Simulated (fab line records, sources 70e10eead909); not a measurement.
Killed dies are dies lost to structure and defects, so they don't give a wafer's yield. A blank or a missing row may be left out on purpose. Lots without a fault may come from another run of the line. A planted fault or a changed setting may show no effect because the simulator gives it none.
Which tool did it? | flow nand_harc | 11 lots, 33 wafers sampled, at 5 steps of a route of 1159

WHAT THE GAUGES READ, wafer by wafer
NHARC_END_SORT_01.
lot  | measured     | on        | killed_at_array
L543 | day 21 00:56 | prober-02 | 39

WHICH TOOL RAN EACH LOT (tool, then ch and the chambers of the sampled wafers, then the start)
lot  | NHARC_A_CHANNEL_HOLE_D1_SOFTBAKE_05 | NHARC_A_CHANNEL_HOLE_D1_ETCH_39             | NHARC_A_CHANNEL_HOLE_D1_ETCH_16             | NHARC_A_CHANNEL_HOLE_D1_STRIP_27
L536 | litho_track-04 ch 0, day 8 05:00    | rie_diel-01 ch 1,2,3, no start              | rie_diel-01 ch 1,2,3, no start              | rie_diel-04 ch 0,2,3, no start
L537 | litho_track-06 ch 0, day 8 20:00    | rie_diel-01 ch 2,3, no start                | rie_diel-01 ch 0,1,3, no start              | rie_diel-04 ch 0,1,3, no start
L538 | litho_track-06 ch 0, day 8 21:00    | rie_diel-03 ch 0,3, no start                | rie_diel-03 ch 0,1,2, no start              | rie_diel-03 ch 0,1,3, no start
L540 | litho_track-06 ch 0, day 9 12:00    | rie_diel-01 ch 0,2,3, no start              | rie_diel-01 ch 1,2,3, no start              | rie_diel-01 ch 1,3, no start
L543 | litho_track-06 ch 0, day 9 20:00    | rie_diel-04 ch 0,3, day 21 00:56 or earlier | rie_diel-04 ch 1,3, day 21 00:56 or earlier | rie_diel-01 ch 0,2,3, day 21 00:56 or earlier
L552 | litho_track-04 ch 0, day 12 01:00   | rie_diel-01 ch 0,1, no start                | rie_diel-01 ch 0,1,3, no start              | rie_diel-01 ch 0,1,3, no start
L554 | litho_track-01 ch 0, day 12 13:00   | rie_diel-04 ch 0,1,2, no start              | rie_diel-04 ch 0,3, no start                | rie_diel-01 ch 1,2, no start
L555 | litho_track-04 ch 0, day 12 23:00   | rie_diel-04 ch 1,2,3, no start              | rie_diel-04 ch 1,2,3, no start              | rie_diel-03 ch 0,1,2, no start
L556 | litho_track-04 ch 0, day 13 04:00   | rie_diel-03 ch 1,2, no start                | rie_diel-03 ch 0,1,3, no start              | rie_diel-04 ch 1,2,3, no start
L559 | litho_track-06 ch 0, day 13 13:00   | rie_diel-04 ch 0,1, no start                | rie_diel-04 ch 0,1, no start                | rie_diel-04 ch 0,1,2, no start
L558 | litho_track-04 ch 0, day 13 13:00   | rie_diel-03 ch 0,1,2, no start              | rie_diel-03 ch 0,1,3, no start              | rie_diel-03 ch 0,1,3, no start
- NHARC_A_CHANNEL_HOLE_D1_SOFTBAKE_05: time 55 s.
- NHARC_A_CHANNEL_HOLE_D1_ETCH_39: etches the open film in N2/H2, target depth 260 nm, time 325 s.
- NHARC_A_CHANNEL_HOLE_D1_ETCH_16: etches the open film in O2/COS, target depth 3100 nm, time 806 s.
- NHARC_A_CHANNEL_HOLE_D1_STRIP_27: strips in O2.

THE ANSWER, worked out from the rows above alone
Rule: what is usual is taken from the lots themselves. Put in order of their means at a reading, lots are off if they are a third of the lots or fewer, leave a main group of 4 or more, and stand apart from it by a gap of 3 or more times the standard deviation of the main group's means; of several such gaps the widest counts. A main group whose means are all the same, to the digits that the tables above print for the reading, isn't used. A lot without any number at a reading at which 4 lots or more have one is off too. The other lots that the step has rows for count as sound.
No lot is off at any reading shown: from this, nothing can be told.

WHAT THE SIMULATOR HAD PUT IN
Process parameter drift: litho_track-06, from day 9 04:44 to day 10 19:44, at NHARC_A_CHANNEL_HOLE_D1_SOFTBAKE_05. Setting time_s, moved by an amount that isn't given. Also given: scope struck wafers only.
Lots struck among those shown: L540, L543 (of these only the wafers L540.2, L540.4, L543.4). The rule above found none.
